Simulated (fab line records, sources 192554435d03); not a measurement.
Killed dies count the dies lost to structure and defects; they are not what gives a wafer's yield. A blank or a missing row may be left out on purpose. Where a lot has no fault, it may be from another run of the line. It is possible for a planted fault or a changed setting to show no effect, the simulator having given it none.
fab line records	flow n5-finfet
[record] lots = 7	wafers = 21
route steps=1938 shown BEOL_M6@1211 BEOL_M7@1302 BEOL_M8@1359
start-h: the number of hours between the record's first day and the start of the first shown wafer of the lot	wait-h: time in hours since the lot's previous step	" the same as in the row above	L1.1+2: several wafers, shown together as one row	- no value, or no start was given	* or withheld: withheld	< > ~ a bound
route shown NAME@n: names a module that has steps shown in the file, with the first one's number in the route	usual: mean and standard deviation over wafers with no fault	same: alike in all rows	chamber/n: place in a boat	sites: each site's reading	_std_site: how widely they spread, as a standard deviation	_edge_site: the outer-site mean with the inner-site mean subtracted	radius-mm: how far each site lies from the wafer's centre	mask NAME#n: copy n	behind: the tool/chamber that last shaped the wafer	hold: why the lot went on hold/how many hours it stayed there/how the hold came to an end	device: the transistor (n, p or np) that didn't switch	end of line: tests run on the same wafers once the route is complete	step lacking rows: just its recipe	killed: dies lost to structure and defects at the first sort, not the wafer's yield	map: shows each die of a wafer: x if killed, . if not, _ if none is there
set.NAME: the setting as run; set.NAME@STEP: as run at that earlier step	model.NAME: the simulator's own value behind a step, which no gauge read
lots run with intentionally changed settings; tables by step, rows by wafer
[[steps]]
[step N5_BEOL_M6_ETCH_61]
[recipe] chemistry = CF4	target = SiARC	target-depth-a = 455	mask-material = CAR-ArF	time-s = 75.8	ion-energy-ev = 80	pressure-mtorr = 40	source-w = 545	bias-w = 36	Ar_flow_sccm = 100	cf4-flow-sccm = 100	ends = cleared
[usual] rf-vpp-V = 184.5/1.2
lot.wafer	tool	chamber	start-h	wait-h	set.bias-w	set.dose-mj@BEOL_M6_EXPOSE_08	rf-vpp-V	model.BEOL_M6.cd-offset-nm
L074.2	rie-diel-03	1	198.80	0.0	36	68.25	186.7	0.2
L074.4	"	3	"	"	33.38	68.25	176.6	0.6
L074.5	"	0	"	"	33.38	68.25	175.5	0
L076.1	rie-diel-01	1	221.72	0.0	41.44	68.25	203.6	-0.4
L076.2	"	0	"	"	36	64.26	184.8	-3
L076.6	"	1	"	"	41.44	64.26	203.4	-3
L077.2	rie-diel-01	3	225.20	0.0	36	68.25	183.6	0.6
L077.4	"	0	"	"	36	68.25	184.5	-0.4
L077.6	"	1	"	"	33.92	68.25	177.9	0.2
L082.2	rie-diel-01	1	259.89	0.0	36	65.06	186.3	-2.4
L082.3	"	0	"	"	32.21	68.25	172.4	-0.6
L082.4	"	2	"	"	36	68.25	185.4	0
L083.1	rie-diel-01	1	263.46	0.0	36	68.25	186.2	0.6
L083.3	"	2	"	"	36	68.25	183.9	0.2
L083.4	"	3	"	"	36	68.25	184.9	0.8
L090.1	rie-diel-01	3	317.76	0.0	36	71.87	184.0	2.6
L090.2	"	0	"	"	36	68.25	185.5	-0.2
L090.6	"	1	"	"	36	71.87	184.6	2.6
L095.1	rie-diel-02	3	326.64	0.0	36	68.25	183.0	-0.2
L095.4	"	1	"	"	36	68.25	183.9	0
L095.6	"	1	"	"	36	68.25	183.6	-0.4
[step N5_BEOL_M6_ETCH_62]
[recipe] chemistry = N2/H2	target = SOC	target-depth-a = 1100	overetch-a = 220	mask-material = SiARC	temp-c = 40	time-s = 165	ion-energy-ev = 200	pressure-mtorr = 30	source-w = 840	bias-w = 150	n2-flow-sccm = 200	h2-flow-sccm = 200
[step N5_BEOL_M6_STRIP_68]
[recipe] chemistry = N2/H2	temp-c = 40	n2-flow-sccm = 200	h2-flow-sccm = 200	rf-frequency-hz = 6e+07
[step N5_BEOL_M6_STRIP_67]
[recipe] chemistry = CF4	resist = SiARC	power-w = 300	bias-power-w = 75	pressure-mtorr = 50	cf4-flow-sccm = 150	rf-frequency-hz = 6e+07
[step N5_BEOL_M6_HM_OPEN_17]
[recipe] chemistry = Cl2/BCl3	target-depth-a = 200	overetch-a = 60	target = TiN	mask-material = SOC	ion-energy-ev = 150	pressure-mtorr = 10	icp-w = 1000	bias-w = 126	Cl2_flow_sccm = 53.25	bcl3-flow-sccm = 21.75	Ar_flow_sccm = 25
lot.wafer	tool	chamber	start-h	wait-h	set.dose-mj@BEOL_M6_EXPOSE_08	model.BEOL_M6.cd-offset-nm
L074.2	rie-metal-02	0	199.04	0.0	68.25	0.4
L074.4	"	1	"	"	68.25	0.6
L074.5	"	0	"	"	68.25	0
L076.1	rie-metal-03	0	221.96	0.0	68.25	-0.4
L076.2	"	1	"	"	64.26	-2.8
L076.6	"	0	"	"	64.26	-3
L077.2	rie-metal-03	1	225.45	0.0	68.25	0.4
L077.4	"	0	"	"	68.25	-0.4
L077.6	"	0	"	"	68.25	0
L082.2	rie-metal-02	0	260.13	0.0	65.06	-2.4
L082.3	"	1	"	"	68.25	-0.4
L082.4	"	0	"	"	68.25	0.2
L083.1+4	rie-metal-01	1	263.70	0.0	68.25	0.6
L083.3	"	0	"	"	68.25	0.4
L090.1+6	rie-metal-03	0,1	318.00	0.0	71.87	2.4
L090.2	"	1	"	"	68.25	-0.4
L095.1+4	rie-metal-02	0	326.89	0.0	68.25	-0.2
L095.6	"	0	"	"	68.25	-0.4
[step N5_BEOL_M6_STRIP_19]
[recipe] chemistry = O2	power-w = 400	temp-c = 40	pressure-mtorr = 30	rf-frequency-hz = 6e+07	bias-power-w = 0	overash-fraction = 0.2	o2-flow-sccm = 225
[step N5_BEOL_M6_CD_MEAS_18]
[recipe] pitch-nm = 80	target-cd-nm = 40
[usual] cd-nm = 40.1/0.51
lot.wafer	tool	chamber	start-h	wait-h	set.dose-mj@BEOL_M6_EXPOSE_08	cd-nm
L074.2	cd-sem-02	-	199.44	0.1	68.25	40.4
L074.4	"	-	"	"	68.25	41.1
L074.5	"	-	"	"	68.25	40.6
L076.1	cd-sem-01	-	222.24	0.0	68.25	39.9
L076.2	"	-	"	"	64.26	37.2
L076.6	"	-	"	"	64.26	37.1
L077.2	cd-sem-02	-	225.66	0.1	68.25	40.4
L077.4	"	-	"	"	68.25	39.7
L077.6	"	-	"	"	68.25	40.2
L082.2	cd-sem-02	-	260.32	0.1	65.06	37.7
L082.3	"	-	"	"	68.25	39.7
L082.4	"	-	"	"	68.25	40.1
L083.1	cd-sem-01	-	263.94	0.0	68.25	40.5
L083.3	"	-	"	"	68.25	40.2
L083.4	"	-	"	"	68.25	40.6
L090.1	cd-sem-03	-	318.31	0.0	71.87	42.4
L090.2	"	-	"	"	68.25	39.5
L090.6	"	-	"	"	71.87	42.4
L095.1	cd-sem-03	-	327.19	0.0	68.25	40.1
L095.4	"	-	"	"	68.25	40.0
L095.6	"	-	"	"	68.25	40.0
[step N5_BEOL_M6_COAT_63]
[recipe] resist = SOC	temp-c = 250	time-s = 60	spin-rpm = 1500	resist-thk-nm = 60
[step N5_BEOL_M6_COAT_64]
[recipe] resist = SiARC	temp-c = 220	time-s = 60	spin-rpm = 1500	resist-thk-nm = 12
[step N5_BEOL_M6_PRECLEAN_42]
[recipe] chemistry = residue-remover	time-s = 60	temp-c = 40
[step N5_BEOL_M6_SRD_43]
[recipe] time-s = 30	temp-c = 23	rinse-liquid = diw	dry = ipa-marangoni
[step N5_BEOL_M6_CD_MEAS_35]
[recipe] target-cd-nm = 40	target-cd-y-nm = 28	polarity = opening
[usual] cd-nm = 40.1/0.52
lot.wafer	tool	chamber	start-h	wait-h	set.dose-mj@BEOL_M6_EXPOSE_08	cd-nm
L074.2	cd-sem-03	-	201.71	0.0	68.25	40.5
L074.4	"	-	"	"	68.25	40.6
L074.5	"	-	"	"	68.25	40.1
L076.1	cd-sem-01	-	225.03	0.0	68.25	39.8
L076.2	"	-	"	"	64.26	37.1
L076.6	"	-	"	"	64.26	37.1
L077.2	cd-sem-01	-	227.94	0.0	68.25	40.7
L077.4	"	-	"	"	68.25	39.8
L077.6	"	-	"	"	68.25	40.3
L082.2	cd-sem-03	-	262.98	0.0	65.06	37.7
L082.3	"	-	"	"	68.25	39.4
L082.4	"	-	"	"	68.25	39.6
L083.1	cd-sem-03	-	266.60	0.0	68.25	40.8
L083.3	"	-	"	"	68.25	40.6
L083.4	"	-	"	"	68.25	40.6
L090.1	cd-sem-03	-	321.59	0.0	71.87	42.4
L090.2	"	-	"	"	68.25	39.7
L090.6	"	-	"	"	71.87	42.8
L095.1	cd-sem-01	-	328.33	0.0	68.25	39.6
L095.4	"	-	"	"	68.25	39.7
L095.6	"	-	"	"	68.25	39.9
[step N5_BEOL_M7_ETCH_66]
[recipe] chemistry = N2/H2	target = SOC	target-depth-a = 800	overetch-a = 160	mask-material = SiARC	temp-c = 40	time-s = 120	ion-energy-ev = 200	pressure-mtorr = 30	source-w = 840	bias-w = 150	n2-flow-sccm = 200	h2-flow-sccm = 200
lot.wafer	tool	chamber	start-h	wait-h	set.time-s	model.SiARC_of_BEOL_M7_COAT_64.thk-nm
L074.2+5	rie-diel-05	0,3	209.76	0.0	110.3	6.8
L074.4	"	3	"	"	120	6.2
L077.2	rie-diel-04	2	235.48	0.0	104.4	7
L077.4+6	"	0	"	"	120	6.4
L076.1+2	rie-diel-05	1,3	235.50	0.0	120	6.4
L076.6	"	0	"	"	120	6.6
L082.2+3	rie-diel-04	2,3	270.73	0.0	146.3	5.2
L082.4	"	1	"	"	120	6.4
L083.1	rie-diel-05	2	274.72	0.0	134.8	5.8
L083.3	"	3	"	"	134.8	5.6
L083.4	"	1	"	"	120	6.4
L090.1	rie-diel-04	2	330.23	0.0	120	6.4
L090.2+6	"	3,1	"	"	96.49	7.6
L095.1+4	rie-diel-06	3,0	334.23	0.0	120	6.4
L095.6	"	0	"	"	120	6.2
[step N5_BEOL_M7_VIA_ETCH_34]
[recipe] chemistry = C4F6/O2	target = SiCOH_lowk	target-depth-a = 1255	mask-material = SOC	taper-deg = 4	time-s = 50.5	ion-energy-ev = 250	pressure-mtorr = 30	source-w = 345	bias-w = 185	Ar_flow_sccm = 300	C4F6_flow_sccm = 10	O2_flow_sccm = 10
[usual] rf-vpp-V = 667/7.2
lot.wafer	tool	chamber	start-h	wait-h	set.source-w	rf-vpp-V	model.etch.depth-nm
L074.2	rie-diel-05	0	209.86	0.0	345	671	123.2
L074.4	"	3	"	"	345	664	127.2
L074.5	"	3	"	"	406.1	613	135.5
L077.2	rie-diel-04	2	235.58	0.0	345	670	127.4
L077.4	"	0	"	"	368.5	647	127.6
L077.6	"	0	"	"	345	670	125.4
L076.1	rie-diel-05	1	235.60	0.0	345	673	124.1
L076.2	"	3	"	"	345	664	126.9
L076.6	"	0	"	"	345	672	122.6
L082.2	rie-diel-04	2	270.83	0.0	296.7	724	119.8
L082.3	"	3	"	"	345	657	124.4
L082.4	"	1	"	"	296.7	707	118.5
L083.1	rie-diel-05	2	274.82	0.0	291.4	726	114.9
L083.3	"	3	"	"	345	665	125.9
L083.4	"	1	"	"	291.4	732	116.4
L090.1	rie-diel-04	2	330.33	0.0	345	670	127
L090.2	"	3	"	"	345	657	123.5
L090.6	"	1	"	"	345	654	125.6
L095.1	rie-diel-06	3	334.33	0.0	345	668	124.3
L095.4	"	0	"	"	345	681	125.8
L095.6	"	0	"	"	345	682	126.3
[step N5_BEOL_M8_COAT_22]
[recipe] resist = CAR-EUV	spin-rpm = 1500	resist-thk-nm = 30
lot.wafer	tool	chamber	start-h	wait-h	set.spin-rpm	model.CAR-EUV_of_BEOL_M8_COAT_22.thk-nm
L074.2+4+5	litho-track-03	0	-	-	1500	30
L076.1+6	litho-track-01	0	-	-	1500	30
L076.2	"	0	"	"	1500	29.8
L077.2+4	litho-track-01	0	-	-	1586	29.2
L077.6	"	0	"	"	1500	30
L082.2	litho-track-04	0	-	-	1500	29.8
L082.3+4	"	0	"	"	1500	30
L083.1	litho-track-01	0	-	-	1500	30
L083.3+4	"	0	"	"	1556	29.4
L090.1+2+6	litho-track-04	0	-	-	1500	29.8
L095.1+4+6	litho-track-03	0	-	-	1500	30
[step N5_BEOL_M8_EXPOSE_25]
[recipe] mask-id = V7	na = 0.33	source-shape = annular	sigma-inner = 0.4	sigma-outer = 0.8	polarization = unpolarized	target-cd-nm = 40	dose-mj = 42.5
lot.wafer	tool	chamber	start-h	wait-h	mask	set.dose-mj
L074.2+5	euv-scanner-01	0	219.76	-	V7#0	43.37
L074.4	"	0	"	"	V7#0	42.5
L076.1+2+6	euv-scanner-02	0	241.50	-	V7#0	42.5
L077.2+4	euv-scanner-01	0	242.15	-	V7#0	42.5
L077.6	"	0	"	"	V7#0	40.66
L082.2+4	euv-scanner-02	0	278.10	-	V7#0	42.5
L082.3	"	0	"	"	V7#0	40.02
L083.1+4	euv-scanner-02	0	284.13	-	V7#0	42.5
L083.3	"	0	"	"	V7#0	40.68
L090.1+2+6	euv-scanner-01	0	336.63	-	V7#0	42.5
L095.1+4+6	euv-scanner-02	0	342.41	-	V7#0	42.5
[step N5_BEOL_M8_PEB_26]
[recipe] peb-temp-c = 100	peb-time-s = 60	resist = CAR-EUV
[step N5_BEOL_M8_DEVELOP_27]
[recipe] develop-time-s = 30	developer = TMAH	resist = CAR-EUV	rinse-liquid = surfactant-rinse	dry = air-spin	dev-temp-c = 23
lot.wafer	tool	chamber	start-h	wait-h	set.spin-rpm@BEOL_M8_COAT_22	model.CAR-EUV_of_BEOL_M8_COAT_22.thk-nm
L074.2+4+5	litho-track-01	0	-	-	1500	29.6
L076.1+6	litho-track-04	0	-	-	1500	29.6
L076.2	"	0	"	"	1500	29.4
L077.2+4	litho-track-01	0	-	-	1586	28.6
L077.6	"	0	"	"	1500	29.6
L082.2	litho-track-03	0	-	-	1500	29.4
L082.3+4	"	0	"	"	1500	29.6
L083.1	litho-track-04	0	-	-	1500	29.6
L083.3+4	"	0	"	"	1556	29
L090.1+2+6	litho-track-03	0	-	-	1500	29.4
L095.1	litho-track-03	0	-	-	1500	29.6
L095.4+6	"	0	"	"	1500	29.4
[step N5_BEOL_M8_CD_MEAS_28]
[recipe] target-cd-nm = 40	landing-energy-ev = 500	detector = se-inlens
[usual] cd-nm = 40.01/0.21
lot.wafer	tool	chamber	start-h	wait-h	set.dose-mj@BEOL_M8_EXPOSE_25	cd-nm
L074.2	cd-sem-03	0	219.89	-	43.37	40.41
L074.4	"	0	"	"	42.5	39.98
L074.5	"	0	"	"	43.37	40.32
L076.1	cd-sem-02	0	241.63	-	42.5	40.12
L076.2	"	0	"	"	42.5	39.82
L076.6	"	0	"	"	42.5	39.63
L077.2	cd-sem-03	0	242.28	-	42.5	40.06
L077.4	"	0	"	"	42.5	39.79
L077.6	"	0	"	"	40.66	39.08
L082.2	cd-sem-02	0	278.23	-	42.5	39.73
L082.3	"	0	"	"	40.02	38.74
L082.4	"	0	"	"	42.5	40.03
L083.1	cd-sem-03	0	284.27	-	42.5	40.07
L083.3	"	0	"	"	40.68	39.19
L083.4	"	0	"	"	42.5	40.20
L090.1	cd-sem-02	0	336.77	-	42.5	40.08
L090.2	"	0	"	"	42.5	40.03
L090.6	"	0	"	"	42.5	39.86
L095.1	cd-sem-01	0	342.54	-	42.5	39.82
L095.4	"	0	"	"	42.5	39.89
L095.6	"	0	"	"	42.5	39.77
[step N5_BEOL_M8_DESCUM_33]
[recipe] chemistry = O2	time-s = 7	source-power-w = 50	bias-power-w = 20	pressure-mtorr = 20	rf-frequency-hz = 2.712e+07	temp-c = 40	resist = CAR-EUV	o2-flow-sccm = 225
lot.wafer	tool	chamber	start-h	wait-h	set.spin-rpm@BEOL_M8_COAT_22	set.dose-mj@BEOL_M8_EXPOSE_25	model.CAR-EUV_of_BEOL_M8_COAT_22.thk-nm	model.BEOL_M8.cd-nm
L074.2	rie-diel-01	1	220.12	0.1	1500	43.37	26.2	40.4
L074.4	"	3	"	"	1500	42.5	26.2	40
L074.5	"	0	"	"	1500	43.37	26.2	40.6
L076.1+6	rie-diel-03	0,1	241.88	0.2	1500	42.5	26	40
L076.2	"	1	"	"	1500	42.5	25.8	40.2
L077.2+4	rie-diel-02	3	242.40	0.0	1586	42.5	25.2	40
L077.6	"	1	"	"	1500	40.66	26	39
L082.2+4	rie-diel-03	2,1	278.36	0.0	1500	42.5	26	40
L082.3	"	0	"	"	1500	40.02	26	38.6
L083.1	rie-diel-03	1	284.39	0.0	1500	42.5	26	40
L083.3	"	0	"	"	1556	40.68	25.6	39
L083.4	"	2	"	"	1556	42.5	25.4	40.2
L090.1	rie-diel-01	0	337.01	0.2	1500	42.5	26	40.2
L090.2	"	3	"	"	1500	42.5	25.8	40
L090.6	"	2	"	"	1500	42.5	26	40
L095.1+6	rie-diel-02	2,3	342.66	0.0	1500	42.5	26	40
L095.4	"	1	"	"	1500	42.5	26	39.8
[step N5_BEOL_M8_ETCH_72]
[recipe] chemistry = N2/H2	target = underlayer	target-depth-a = 65	mask-material = CAR-EUV	time-s = 5.2	ion-energy-ev = 200	pressure-mtorr = 30	source-w = 840	bias-w = 150	n2-flow-sccm = 200	h2-flow-sccm = 200	ends = cleared
[step N5_BEOL_M8_ETCH_65]
[recipe] chemistry = CF4	target = SiARC	target-depth-a = 156	mask-material = CAR-EUV	time-s = 26	ion-energy-ev = 80	pressure-mtorr = 40	source-w = 545	bias-w = 36	Ar_flow_sccm = 100	cf4-flow-sccm = 100	ends = cleared
lot.wafer	tool	chamber	start-h	wait-h	set.dose-mj@BEOL_M8_EXPOSE_25	model.BEOL_M8.cd-nm
L074.2	rie-diel-01	1	220.17	0.0	43.37	40.2
L074.4	"	3	"	"	42.5	39.8
L074.5	"	0	"	"	43.37	40.4
L076.1+2	rie-diel-03	0,1	241.94	0.0	42.5	40
L076.6	"	1	"	"	42.5	40.2
L077.2+4	rie-diel-02	3	242.45	0.0	42.5	39.8
L077.6	"	1	"	"	40.66	39
L082.2+4	rie-diel-03	2,1	278.41	0.0	42.5	40
L082.3	"	0	"	"	40.02	38.6
L083.1	rie-diel-03	1	284.44	0.0	42.5	40
L083.3	"	0	"	"	40.68	39
L083.4	"	2	"	"	42.5	40.2
L090.1+2+6	rie-diel-01	0,3,2	337.06	0.0	42.5	40
L095.1+6	rie-diel-02	2,3	342.71	0.0	42.5	40
L095.4	"	1	"	"	42.5	39.8
[step N5_BEOL_M8_ETCH_66]
[recipe] chemistry = N2/H2	target = SOC	target-depth-a = 800	overetch-a = 160	mask-material = SiARC	temp-c = 40	time-s = 120	ion-energy-ev = 200	pressure-mtorr = 30	source-w = 840	bias-w = 150	n2-flow-sccm = 200	h2-flow-sccm = 200
lot.wafer	tool	chamber	start-h	wait-h	set.dose-mj@BEOL_M8_EXPOSE_25	model.BEOL_M8.cd-nm
L074.2	rie-diel-01	1	220.20	0.0	43.37	40.4
L074.4	"	3	"	"	42.5	39.8
L074.5	"	0	"	"	43.37	40.6
L076.1+2	rie-diel-03	0,1	241.96	0.0	42.5	40
L076.6	"	1	"	"	42.5	40.2
L077.2+4	rie-diel-02	3	242.48	0.0	42.5	39.8
L077.6	"	1	"	"	40.66	39
L082.2	rie-diel-03	2	278.44	0.0	42.5	40
L082.3	"	0	"	"	40.02	38.6
L082.4	"	1	"	"	42.5	39.8
L083.1	rie-diel-03	1	284.47	0.0	42.5	39.8
L083.3	"	0	"	"	40.68	39
L083.4	"	2	"	"	42.5	40.2
L090.1	rie-diel-01	0	337.09	0.0	42.5	40.4
L090.2+6	"	3,2	"	"	42.5	40
L095.1+6	rie-diel-02	2,3	342.74	0.0	42.5	40
L095.4	"	1	"	"	42.5	39.6
[step N5_BEOL_M8_VIA_ETCH_34]
[recipe] chemistry = C4F6/O2	target = SiCOH_lowk	target-depth-a = 1255	mask-material = SOC	taper-deg = 4	time-s = 50.5	ion-energy-ev = 250	pressure-mtorr = 30	source-w = 345	bias-w = 185	Ar_flow_sccm = 300	C4F6_flow_sccm = 10	O2_flow_sccm = 10
[usual] rf-vpp-V = 665/6.8
lot.wafer	tool	chamber	start-h	wait-h	set.source-w	rf-vpp-V	model.etch.depth-nm
L074.2	rie-diel-01	1	220.30	0.0	345	667	127
L074.4	"	3	"	"	345	679	125.2
L074.5	"	0	"	"	345	662	127.5
L076.1	rie-diel-03	0	242.06	0.0	394.4	616	131.2
L076.2	"	1	"	"	394.4	617	133.4
L076.6	"	1	"	"	345	660	127.4
L077.2	rie-diel-02	3	242.58	0.0	320	688	119.8
L077.4	"	3	"	"	345	663	123.7
L077.6	"	1	"	"	320	705	121.8
L082.2	rie-diel-03	2	278.54	0.0	345	655	124.9
L082.3	"	0	"	"	345	661	125.3
L082.4	"	1	"	"	345	658	126.1
L083.1	rie-diel-03	1	284.57	0.0	308.5	699	120.7
L083.3	"	0	"	"	345	660	125.1
L083.4	"	2	"	"	308.5	692	120.1
L090.1	rie-diel-01	0	337.19	0.0	294.7	719	120.2
L090.2	"	3	"	"	345	677	125
L090.6	"	2	"	"	345	670	126.5
L095.1	rie-diel-02	2	342.84	0.0	345	660	124.7
L095.4	"	1	"	"	345	678	124.9
L095.6	"	3	"	"	345	662	124.9
[[key]]
[split] step = N5_BEOL_M6_ETCH_61	setting = bias-w	stated = 36	by = wafer
[response] step = N5_BEOL_M6_ETCH_61	reading = rf-vpp-V	change = +1.27	per = 1%	r = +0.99
[split] step = N5_BEOL_M7_ETCH_66	setting = time-s	stated = 120	by = wafer
[response] step = N5_BEOL_M7_ETCH_66	reading = model.SiARC_of_BEOL_M7_COAT_64.thk-nm	change = -0.0568	per = 1%	r = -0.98
[split] step = N5_BEOL_M7_VIA_ETCH_34	setting = source-w	stated = 345	by = wafer
[response] step = N5_BEOL_M7_VIA_ETCH_34	reading = rf-vpp-V	change = -3.68	per = 1%	r = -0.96
[response] step = N5_BEOL_M7_VIA_ETCH_34	reading = model.etch.depth-nm	change = +0.531	per = 1%	r = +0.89
[split] step = N5_BEOL_M8_COAT_22	setting = spin-rpm	stated = 1500	by = wafer
[response] step = N5_BEOL_M8_COAT_22	reading = model.CAR-EUV_of_BEOL_M8_COAT_22.thk-nm	change = -0.146	per = 1%	r = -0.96
[response] step = N5_BEOL_M8_DEVELOP_27	reading = model.CAR-EUV_of_BEOL_M8_COAT_22.thk-nm	change = -0.17	per = 1%	r = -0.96
[response] step = N5_BEOL_M8_DESCUM_33	reading = model.CAR-EUV_of_BEOL_M8_COAT_22.thk-nm	change = -0.138	per = 1%	r = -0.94
[split] step = N5_BEOL_M8_EXPOSE_25	setting = dose-mj	stated = 42.5	by = wafer
[response] step = N5_BEOL_M8_CD_MEAS_28	reading = cd-nm	change = +0.201	per = 1%	r = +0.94
[response] step = N5_BEOL_M8_DESCUM_33	reading = model.BEOL_M8.cd-nm	change = +0.242	per = 1%	r = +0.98
[response] step = N5_BEOL_M8_ETCH_65	reading = model.BEOL_M8.cd-nm	change = +0.231	per = 1%	r = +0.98
[response] step = N5_BEOL_M8_ETCH_66	reading = model.BEOL_M8.cd-nm	change = +0.223	per = 1%	r = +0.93
[split] step = N5_BEOL_M8_VIA_ETCH_34	setting = source-w	stated = 345	by = wafer
[response] step = N5_BEOL_M8_VIA_ETCH_34	reading = rf-vpp-V	change = -3.27	per = 1%	r = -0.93
[response] step = N5_BEOL_M8_VIA_ETCH_34	reading = model.etch.depth-nm	change = +0.38	per = 1%	r = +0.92
split outside-this-file step=N5_BEOL_M6_EXPOSE_08 setting=dose-mj
// split outside-this-file: this setting was split too, and the file shows its column; the key of that split is in another file
